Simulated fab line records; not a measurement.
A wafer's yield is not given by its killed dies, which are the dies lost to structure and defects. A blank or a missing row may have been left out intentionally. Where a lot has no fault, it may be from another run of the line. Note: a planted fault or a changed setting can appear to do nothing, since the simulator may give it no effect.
Which of the tools did it? + flow n5_finfet + 9 lots, 27 wafers sampled, at 5 steps of a route of 1938

## WHAT EACH GAUGE READ, for each wafer
N5_BEOL_M2_OVL_MEAS_29. Usual: for V1_OVL the level is 0.1 nm and the standard deviation is 0.63.
| lot  | measured     | on         | V1_OVL (nm)    | flag |
|------|--------------|------------|----------------|------|
| L818 | day 6 16:47  | overlay-01 | 0.1 0.7 0.2    |      |
| L822 | day 7 17:30  | overlay-02 | -0.4 -0.3 -1.7 |      |
| L827 | day 9 10:53  | overlay-02 | 0.0 -0.2 -0.2  |      |
| L828 | day 9 16:43  | overlay-02 | 0.0 -0.5 -0.5  |      |
| L829 | day 10 01:20 | overlay-01 | -0.5 -0.3 -0.7 |      |
| L833 | day 10 18:02 | overlay-02 | 0.3 0.0 -0.1   |      |
| L838 | day 11 19:04 | overlay-01 | 0.7 -0.1 -0.4  |      |
| L840 | day 12 16:53 | overlay-01 | 0.8 0.7 0.2    |      |
| L841 | day 12 17:52 | overlay-01 | 0.3 0.5 0.7    |      |

N5_BEOL_M4_RC_MEAS_101. Usual: DIBL_N 36.1 mV/V, standard deviation 1.4; DIBL_P 36.3 mV/V, standard deviation 1.4; IOFF_N 0.154 nA/um, standard deviation 0.021; IOFF_P 0.21 nA/um, standard deviation 0.032; ION_N 670 uA/um, standard deviation 8.1; ION_P 461 uA/um, standard deviation 7; SS_N 71.4 mV/dec, standard deviation 0.49; SS_P 73.3 mV/dec, standard deviation 0.5; VT_N 250.4 mV, standard deviation 2.6; VT_P -250 mV, standard deviation 3.7.
| lot  | measured     | on        | DIBL_N (mV/V)  | DIBL_P (mV/V)  | IOFF_N (nA/um)    | IOFF_P (nA/um) | ION_N (uA/um) | ION_P (uA/um) | SS_N (mV/dec)  | SS_P (mV/dec)  | VT_N (mV)         | VT_P (mV)      | flag |
|------|--------------|-----------|----------------|----------------|-------------------|----------------|---------------|---------------|----------------|----------------|-------------------|----------------|------|
| L818 | day 8 16:52  | prober-02 | 35.2 36.5 34.0 | 35.6 37.4 34.8 | 0.146 0.168 0.126 | 0.18 0.20 0.17 | 664 671 669   | 451 454 453   | 72.2 72.1 71.1 | 73.3 74.0 73.0 | 253.0 251.3 252.2 | -256 -255 -253 |      |
| L822 | day 9 19:14  | prober-02 | 33.3 36.0 34.6 | 32.9 35.6 34.2 | 0.124 0.170 0.146 | 0.22 0.28 0.25 | 664 676 681   | 472 475 480   | 70.8 71.4 71.1 | 73.2 73.1 72.8 | 252.9 246.2 250.2 | -244 -242 -241 |      |
| L827 | day 11 08:02 | prober-01 | 35.1 36.4 35.4 | 36.0 37.5 36.5 | 0.141 0.166 0.148 | 0.20 0.22 0.21 | 662 678 668   | 457 466 464   | 71.4 71.6 71.1 | 73.0 73.6 73.7 | 254.2 249.0 252.4 | -249 -251 -250 |      |
| L828 | day 11 15:20 | prober-01 | 37.1 38.1 36.8 | 35.0 36.5 35.5 | 0.145 0.171 0.142 | 0.19 0.22 0.19 | 661 664 663   | 449 459 458   | 70.9 71.4 71.2 | 72.9 73.3 72.8 | 252.3 250.1 250.8 | -252 -250 -254 |      |
| L829 | day 12 08:41 | prober-01 | 36.6 35.7 35.4 | 36.9 36.5 35.8 | 0.168 0.154 0.154 | 0.25 0.23 0.23 | 666 666 668   | 461 464 461   | 71.9 71.9 72.2 | 73.8 73.5 73.0 | 248.4 250.2 253.2 | -245 -249 -250 |      |
| L833 | day 12 11:34 | prober-01 | 36.9 37.6 37.7 | 36.0 36.3 35.9 | 0.148 0.162 0.162 | 0.18 0.19 0.19 | 666 672 672   | 446 455 452   | 71.9 71.6 71.9 | 73.8 73.4 73.0 | 250.2 248.8 248.8 | -253 -254 -251 |      |
| L838 | day 14 16:38 | prober-02 | 37.8 37.4 38.6 | 38.2 37.7 39.7 | 0.167 0.154 0.186 | 0.22 0.21 0.24 | 665 661 679   | 453 459 463   | 71.4 71.3 71.7 | 73.6 73.1 73.4 | 249.4 250.7 250.4 | -250 -251 -251 |      |
| L840 | day 15 03:52 | prober-01 | 38.4 36.3 37.2 | 39.0 36.1 37.6 | 0.203 0.148 0.176 | 0.27 0.21 0.25 | 669 668 677   | 463 465 469   | 72.2 71.8 71.7 | 74.1 73.2 73.3 | 247.8 252.4 249.6 | -246 -250 -245 |      |
| L841 | day 15 04:57 | prober-02 | 35.5 36.7 36.2 | 36.3 37.0 36.6 | 0.127 0.152 0.140 | 0.17 0.19 0.18 | 664 668 669   | 461 453 455   | 71.0 71.5 71.4 | 72.8 72.7 73.2 | 254.9 252.0 257.7 | -257 -251 -257 |      |

## WHICH TOOL RAN EACH LOT (tool, then ch and the chambers of the sampled wafers, then the start)
| lot  | N5_BEOL_M2_ETCH_70                 | N5_BEOL_M2_VIA_ETCH_34             | N5_BEOL_M2_STRIP_97                           |
|------|------------------------------------|------------------------------------|-----------------------------------------------|
| L818 | rie_diel-02 ch 1,2,3, day 6 22:51  | rie_diel-02 ch 1,2,3, day 6 22:56  | rie_diel-02 ch 1,2,3, day 8 16:52 or earlier  |
| L822 | rie_diel-01 ch 2,3, day 8 21:53    | rie_diel-01 ch 2,3, day 8 22:00    | rie_diel-01 ch 2,3, day 9 19:14 or earlier    |
| L827 | rie_diel-02 ch 1,3, day 9 11:46    | rie_diel-02 ch 1,3, day 9 11:53    | rie_diel-02 ch 1,3, day 11 08:02 or earlier   |
| L828 | rie_diel-01 ch 0,1,2, day 9 18:25  | rie_diel-01 ch 0,1,2, day 9 18:31  | rie_diel-01 ch 0,1,2, day 11 15:20 or earlier |
| L829 | rie_diel-01 ch 0,1,3, day 10 05:02 | rie_diel-01 ch 0,1,3, day 10 05:07 | rie_diel-01 ch 0,1,3, day 12 08:41 or earlier |
| L833 | rie_diel-03 ch 0,1,2, day 11 06:48 | rie_diel-03 ch 0,1,2, day 11 06:55 | rie_diel-03 ch 0,1,2, day 12 11:34 or earlier |
| L838 | rie_diel-02 ch 0,1, day 13 03:35   | rie_diel-02 ch 0,1, day 13 03:42   | rie_diel-02 ch 0,1, day 14 16:38 or earlier   |
| L840 | rie_diel-01 ch 0,2,3, day 13 12:26 | rie_diel-01 ch 0,2,3, day 13 12:32 | rie_diel-01 ch 0,2,3, day 15 03:52 or earlier |
| L841 | rie_diel-02 ch 1,2, day 13 12:28   | rie_diel-02 ch 1,2, day 13 12:34   | rie_diel-02 ch 1,2, day 15 04:57 or earlier   |
- N5_BEOL_M2_ETCH_70: etches SOC in N2/H2, target depth 80 nm, overetch 24 nm, time 130 s.
- N5_BEOL_M2_VIA_ETCH_34: etches the open film in C4F6/O2, target depth 69.4 nm, time 65.9 s.
- N5_BEOL_M2_STRIP_97: strips in N2/H2, time 10 s.

## WHAT THE TOOLS THEMSELVES READ (means of the sampled wafers that have a number; where no wafer has one, the mark that the record gives instead)
N5_BEOL_M2_ETCH_70. Usual: bias_w 150.0 W, standard deviation 0.44; drypump_motor_current_A 5.8 A, standard deviation 0.45; oes_product_au 0.62 a.u., standard deviation 0.063; rf_vpp_V 525.8 V, standard deviation 2; showerhead_plenum_p_Torr 2.61 Torr, standard deviation 0.067; throttle_valve_pct 17.68 %, standard deviation 0.26.
| lot  | tool        | bias_w (W) | drypump_motor_current_A (A) | oes_product_au (a.u.) | rf_vpp_V (V) | showerhead_plenum_p_Torr (Torr) | throttle_valve_pct (%) | flag |
|------|-------------|------------|-----------------------------|-----------------------|--------------|---------------------------------|------------------------|------|
| L818 | rie_diel-02 | 149.3      | 6.4                         | 0.56                  | 524.9        | 2.57                            | 17.90                  |      |
| L822 | rie_diel-01 | 149.6      | 5.7                         | 0.54                  | 525.0        | 2.57                            | 17.87                  |      |
| L827 | rie_diel-02 | 150.0      | 6.4                         | 0.65                  | 523.1        | 2.50                            | 17.74                  |      |
| L828 | rie_diel-01 | 149.9      | 5.5                         | 0.62                  | 525.7        | 2.63                            | 17.67                  |      |
| L829 | rie_diel-01 | 149.9      | 5.8                         | 0.63                  | 525.5        | 2.62                            | 17.53                  |      |
| L833 | rie_diel-03 | 150.1      | 6.0                         | 0.64                  | 527.1        | 2.66                            | 17.67                  |      |
| L838 | rie_diel-02 | 150.6      | 5.7                         | 0.65                  | 523.9        | 2.55                            | 17.74                  |      |
| L840 | rie_diel-01 | 149.7      | 5.6                         | 0.61                  | 525.2        | 2.57                            | 17.73                  |      |
| L841 | rie_diel-02 | 150.3      | 6.3                         | 0.64                  | 523.9        | 2.55                            | 17.58                  |      |

N5_BEOL_M2_VIA_ETCH_34. Usual: O2_flow_sccm 10.00 sccm, standard deviation 0.032; bias_w 170.0 W, standard deviation 0.55; drypump_motor_current_A 5.8 A, standard deviation 0.46; oes_product_au 0.84 a.u., standard deviation 0.09; rf_vpp_V 668 V, standard deviation 6.9; showerhead_plenum_p_Torr 2.92 Torr, standard deviation 0.073; throttle_valve_pct 30.66 %, standard deviation 0.23.
| lot  | tool        | O2_flow_sccm (sccm) | bias_w (W) | drypump_motor_current_A (A) | oes_product_au (a.u.) | rf_vpp_V (V) | showerhead_plenum_p_Torr (Torr) | throttle_valve_pct (%) | flag |
|------|-------------|---------------------|------------|-----------------------------|-----------------------|--------------|---------------------------------|------------------------|------|
| L818 | rie_diel-02 | 10.02               | 169.6      | 6.4                         | 0.76                  | 668          | 2.87                            | 30.82                  |      |
| L822 | rie_diel-01 | 10.03               | 169.7      | 5.7                         | 0.73                  | 677          | 2.87                            | 30.82                  |      |
| L827 | rie_diel-02 | 10.00               | 170.2      | 6.4                         | 0.88                  | 672          | 2.80                            | 30.73                  |      |
| L828 | rie_diel-01 | 10.01               | 169.7      | 5.5                         | 0.84                  | 667          | 2.94                            | 30.57                  |      |
| L829 | rie_diel-01 | 9.99                | 169.6      | 5.8                         | 0.71                  | 669          | 2.92                            | 30.47                  |      |
| L833 | rie_diel-03 | 10.00               | 169.6      | 6.0                         | 0.87                  | 659          | 2.97                            | 30.68                  |      |
| L838 | rie_diel-02 | 9.97                | 170.4      | 5.7                         | 0.89                  | 673          | 2.86                            | 30.90                  |      |
| L840 | rie_diel-01 | 9.98                | 169.7      | 5.5                         | 0.82                  | 670          | 2.86                            | 30.65                  |      |
| L841 | rie_diel-02 | 9.99                | 170.4      | 6.3                         | 0.88                  | 673          | 2.85                            | 30.58                  |      |

N5_BEOL_M2_STRIP_97. Usual: bias_power_w 7.001 W, standard deviation 0.022; drypump_motor_current_A 5.8 A, standard deviation 0.46; oes_product_au 0.84 a.u., standard deviation 0.091; rf_vpp_V 59.4 V, standard deviation 0.75; showerhead_plenum_p_Torr 2.61 Torr, standard deviation 0.067; throttle_valve_pct 23.5 %, standard deviation 0.3.
| lot  | tool        | bias_power_w (W) | drypump_motor_current_A (A) | oes_product_au (a.u.) | rf_vpp_V (V) | showerhead_plenum_p_Torr (Torr) | throttle_valve_pct (%) | flag |
|------|-------------|------------------|-----------------------------|-----------------------|--------------|---------------------------------|------------------------|------|
| L818 | rie_diel-02 | 7.009            | 6.4                         | 0.77                  | 59.2         | 2.57                            | 23.8                   |      |
| L822 | rie_diel-01 | 7.004            | 5.7                         | 0.73                  | 59.4         | 2.57                            | 23.7                   |      |
| L827 | rie_diel-02 | 6.995            | 6.4                         | 0.88                  | 58.7         | 2.50                            | 23.6                   |      |
| L828 | rie_diel-01 | 6.996            | 5.6                         | 0.85                  | 59.3         | 2.63                            | 23.6                   |      |
| L829 | rie_diel-01 | 7.013            | 5.8                         | 0.86                  | 59.2         | 2.61                            | 23.4                   |      |
| L833 | rie_diel-03 | 6.991            | 6.0                         | 0.87                  | 60.0         | 2.66                            | 23.5                   |      |
| L838 | rie_diel-02 | 6.999            | 5.6                         | 0.88                  | 60.7         | 2.55                            | 23.6                   |      |
| L840 | rie_diel-01 | 7.011            | 5.5                         | 0.83                  | 58.9         | 2.57                            | 23.6                   |      |
| L841 | rie_diel-02 | 7.008            | 6.3                         | 0.87                  | 60.1         | 2.55                            | 23.4                   |      |

## THE ANSWER, worked out from the rows above alone
Rule: a lot is off if the mean of its wafers that have a number lies more than 3 standard deviations from the usual mean. A lot without any number at a reading at which 4 lots or more have one is off too. The other lots that the step has rows for count as sound. Order of review: gauges by route order, followed by the tools' own readings, for which a lot's mean as printed above is used. The first step at which some lot is off is used, and at that step the reading that is off furthest; a lot without a number counts as furthest.
Nothing can be told from this: no lot is off at any reading shown.

## WHAT THE SIMULATOR HAD INSERTED
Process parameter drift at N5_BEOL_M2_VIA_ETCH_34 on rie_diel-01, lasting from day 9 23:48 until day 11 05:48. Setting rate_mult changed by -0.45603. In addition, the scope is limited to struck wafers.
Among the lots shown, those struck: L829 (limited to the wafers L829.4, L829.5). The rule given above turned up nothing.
